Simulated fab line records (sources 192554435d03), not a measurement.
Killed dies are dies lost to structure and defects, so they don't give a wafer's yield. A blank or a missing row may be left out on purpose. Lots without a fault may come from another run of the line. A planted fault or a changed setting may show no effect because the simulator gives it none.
Which tool did it? + flow n5_finfet + 33 wafers from 12 lots sampled at 4 of the route's 1938 steps

## WHAT THE GAUGES READ, wafer by wafer
Not one reading of a measure or inspect step in the record can be checked against a usual standard deviation.

## TOOL THAT RAN EACH LOT (tool first, then ch and the chambers of the sampled wafers, then the start)
| lot  | N5_BEOL_M3_ECD_50              | N5_PASSIVATION_DESCUM_12           | N5_PASSIVATION_PASS_ETCH_74        | N5_PASSIVATION_PROBE_49 |
|------|--------------------------------|------------------------------------|------------------------------------|-------------------------|
| L851 | ecd_cu-02 ch 0, day 7 09:00    | rie_diel-01 ch 0,2, day 12 14:16   | rie_diel-01 ch 0,2, day 12 14:20   | -                       |
| L852 | ecd_cu-02 ch 0,1, day 7 19:56  | rie_diel-02 ch 0,1,3, day 12 18:47 | rie_diel-02 ch 0,1,3, day 12 18:51 | -                       |
| L854 | ecd_cu-01 ch 0,1, day 7 23:40  | rie_diel-03 ch 0,1,3, day 13 05:58 | rie_diel-03 ch 0,1,3, day 13 06:02 | -                       |
| L853 | ecd_cu-02 ch 0,1, day 8 09:20  | rie_diel-02 ch 1,3, day 13 13:32   | rie_diel-02 ch 1,3, day 13 13:36   | -                       |
| L855 | ecd_cu-01 ch 0,1, day 8 14:08  | rie_diel-03 ch 1,2, day 14 22:43   | rie_diel-03 ch 1,2, day 14 22:47   | -                       |
| L856 | ecd_cu-02 ch 0,1, day 8 17:02  | rie_diel-03 ch 0,1,3, day 13 18:58 | rie_diel-03 ch 0,1,3, day 13 19:02 | -                       |
| L857 | ecd_cu-01 ch 0,1, day 8 17:11  | rie_diel-03 ch 1,3, day 14 00:43   | rie_diel-03 ch 1,3, day 14 00:49   | -                       |
| L858 | ecd_cu-01 ch 0,1, day 8 20:32  | rie_diel-02 ch 1,2,3, day 14 02:04 | rie_diel-02 ch 1,2,3, day 14 02:08 | -                       |
| L863 | ecd_cu-01 ch 0,1, day 10 19:38 | rie_diel-01 ch 1,2,3, day 15 23:33 | rie_diel-01 ch 1,2,3, day 15 23:37 | prober-01, day 16 07:37 |
| L865 | ecd_cu-01 ch 0,1, day 11 18:15 | rie_diel-03 ch 0,1,2, day 16 02:58 | rie_diel-03 ch 0,1,2, day 16 03:02 | prober-01, day 16 10:35 |
| L868 | ecd_cu-02 ch 0, day 12 07:43   | rie_diel-01 ch 0,1, day 17 08:50   | rie_diel-01 ch 0,1, day 17 08:55   | -                       |
| L873 | ecd_cu-02 ch 0,1, day 13 14:32 | rie_diel-03 ch 0,1, day 18 15:10   | rie_diel-03 ch 0,1, day 18 15:14   | -                       |
- N5_BEOL_M3_ECD_50: material Cu, target thk 300 nm.
- N5_PASSIVATION_DESCUM_12: chemistry O2, time 7.9 s.
- N5_PASSIVATION_PASS_ETCH_74: etches SiNx in CF4/O2, target depth 220 nm, time 110 s.
- N5_PASSIVATION_PROBE_49

## AS READ BY THE TOOLS THEMSELVES (means over the sampled wafers that have a number; for cases with no such wafer, the mark the record gives instead)
N5_PASSIVATION_DESCUM_12.
| lot  | tool        | drypump_motor_current_A (A) | o2_flow_sccm (sccm) | oes_product_au (a.u.) | rf_fwd_power_W (W) | rf_vpp_V (V) | showerhead_plenum_p_Torr (Torr) | throttle_valve_pct (%) |
|------|-------------|-----------------------------|---------------------|-----------------------|--------------------|--------------|---------------------------------|------------------------|
| L851 | rie_diel-01 | 6.1                         | 225.6               | 0.79                  | 49.45              | 243.4        | 2.12                            | 20.24                  |
| L852 | rie_diel-02 | 6.1                         | 225.1               | 0.76                  | 49.78              | 241.6        | 2.04                            | 20.43                  |
| L854 | rie_diel-03 | 5.9                         | 225.1               | 0.78                  | 49.79              | 243.0        | 2.10                            | 20.41                  |
| L853 | rie_diel-02 | 5.8                         | 224.8               | 0.72                  | 49.81              | 241.9        | 1.98                            | 20.57                  |
| L855 | rie_diel-03 | 6.1                         | 224.7               | 0.89                  | 49.76              | 242.9        | 2.05                            | 20.27                  |
| L856 | rie_diel-03 | 5.8                         | 224.9               | 0.78                  | 49.76              | 243.8        | 2.10                            | 20.42                  |
| L857 | rie_diel-03 | 6.2                         | 225.4               | 0.75                  | 49.85              | 243.3        | 2.11                            | 20.44                  |
| L858 | rie_diel-02 | 5.7                         | 225.6               | 0.79                  | 49.76              | 242.5        | 2.06                            | 20.51                  |
| L863 | rie_diel-01 | 6.0                         | 225.4               | 0.74                  | 49.66              | 242.7        | 2.07                            | 20.56                  |
| L865 | rie_diel-03 | 5.9                         | 225.2               | 0.82                  | 49.62              | 242.0        | 2.06                            | 20.38                  |
| L868 | rie_diel-01 | 6.2                         | 224.6               | 0.84                  | 49.56              | 241.6        | 2.06                            | 20.30                  |
| L873 | rie_diel-03 | 5.6                         | 225.0               | 0.79                  | 49.61              | 242.3        | 2.05                            | 20.36                  |

N5_PASSIVATION_PASS_ETCH_74.
| lot  | tool        | O2_flow_sccm (sccm) | drypump_motor_current_A (A) | oes_ar_750_au (a.u.) | oes_product_au (a.u.) | rf_fwd_power_W (W) | rf_vpp_V (V) | showerhead_plenum_p_Torr (Torr) | throttle_valve_pct (%) |
|------|-------------|---------------------|-----------------------------|----------------------|-----------------------|--------------------|--------------|---------------------------------|------------------------|
| L851 | rie_diel-01 | 10.02               | 6.1                         | 0.80                 | 0.79                  | 531.0              | 242          | 2.25                            | 15.98                  |
| L852 | rie_diel-02 | 10.02               | 6.1                         | 0.75                 | 0.75                  | 532.0              | 243          | 2.15                            | 16.02                  |
| L854 | rie_diel-03 | 10.00               | 5.9                         | 0.77                 | 0.77                  | 532.6              | 238          | 2.20                            | 15.95                  |
| L853 | rie_diel-02 | 9.99                | 5.8                         | 0.70                 | 0.71                  | 533.5              | 246          | 2.10                            | 16.18                  |
| L855 | rie_diel-03 | 10.01               | 6.1                         | 0.86                 | 0.88                  | 531.3              | 247          | 2.15                            | 15.75                  |
| L856 | rie_diel-03 | 9.99                | 5.9                         | 0.76                 | 0.77                  | 532.4              | 239          | 2.20                            | 15.96                  |
| L857 | rie_diel-03 | 10.01               | 6.2                         | 0.74                 | 0.74                  | 533.5              | 232          | 2.22                            | 16.04                  |
| L858 | rie_diel-02 | 10.01               | 5.7                         | 0.78                 | 0.79                  | 533.4              | 246          | 2.18                            | 16.16                  |
| L863 | rie_diel-01 | 10.00               | 6.0                         | 0.74                 | 0.73                  | 531.7              | 243          | 2.20                            | 16.20                  |
| L865 | rie_diel-03 | 9.98                | 5.9                         | 0.81                 | 0.82                  | 531.9              | 246          | 2.16                            | 15.83                  |
| L868 | rie_diel-01 | 9.99                | 6.1                         | 0.82                 | 0.82                  | 532.1              | 240          | 2.19                            | 15.97                  |
| L873 | rie_diel-03 | 10.01               | 5.6                         | 0.77                 | 0.78                  | 531.8              | 247          | 2.15                            | 15.91                  |

N5_PASSIVATION_PROBE_49.
| lot  | tool      | defect_limited_yield (%) | killed_at_M0_to_M3 | killed_at_M4_up | killed_at_contacts | killed_at_front_end | killed_at_other | killed_dies | killed_on_rim | killed_open | killed_short | sort_bin_5_function (%) | sort_bin_6_memory (%) | sort_bin_8_speed (%) | sort_n_pass | sort_yield_pct (%) |
|------|-----------|--------------------------|--------------------|-----------------|--------------------|---------------------|-----------------|-------------|---------------|-------------|--------------|-------------------------|-----------------------|----------------------|-------------|--------------------|
| L863 | prober-01 | 67.7                     | 311                | 13              | 7                  | 41                  | 9               | 382         | 50            | 66          | 36           | 19.8                    | 10.6                  | 0.0                  | 798         | 67.7               |
| L865 | prober-01 | 70.0                     | 277                | 18              | 10                 | 48                  | 1               | 354         | 45            | 65          | 27           | 18.6                    | 9.8                   | 0.0                  | 826         | 70.0               |

## THE ANSWER, worked out from the rows above alone
Rule: what is usual is taken from the lots themselves. Put in order of their means at a reading, lots are off if they are a third of the lots or fewer, leave a main group of 4 or more, and stand apart from it by a gap of 3 or more times the standard deviation of the main group's means; of several such gaps the widest counts. The tables above print the reading to a certain number of digits; a main group whose means all agree to those digits is not used. Also off: a lot with no number at a reading for which 4 or more lots have one. Any other lot the step has rows for is counted as sound. Order of review: gauges by route order, followed by the tools' own readings, for which a lot's mean as printed above is used. At the first step where some lot is off, the reading lying furthest off is the one used; lots without a number count as furthest.
Across all readings shown, no lot is off: no conclusion can be drawn from this.

## WHAT THE SIMULATOR HAD INSERTED
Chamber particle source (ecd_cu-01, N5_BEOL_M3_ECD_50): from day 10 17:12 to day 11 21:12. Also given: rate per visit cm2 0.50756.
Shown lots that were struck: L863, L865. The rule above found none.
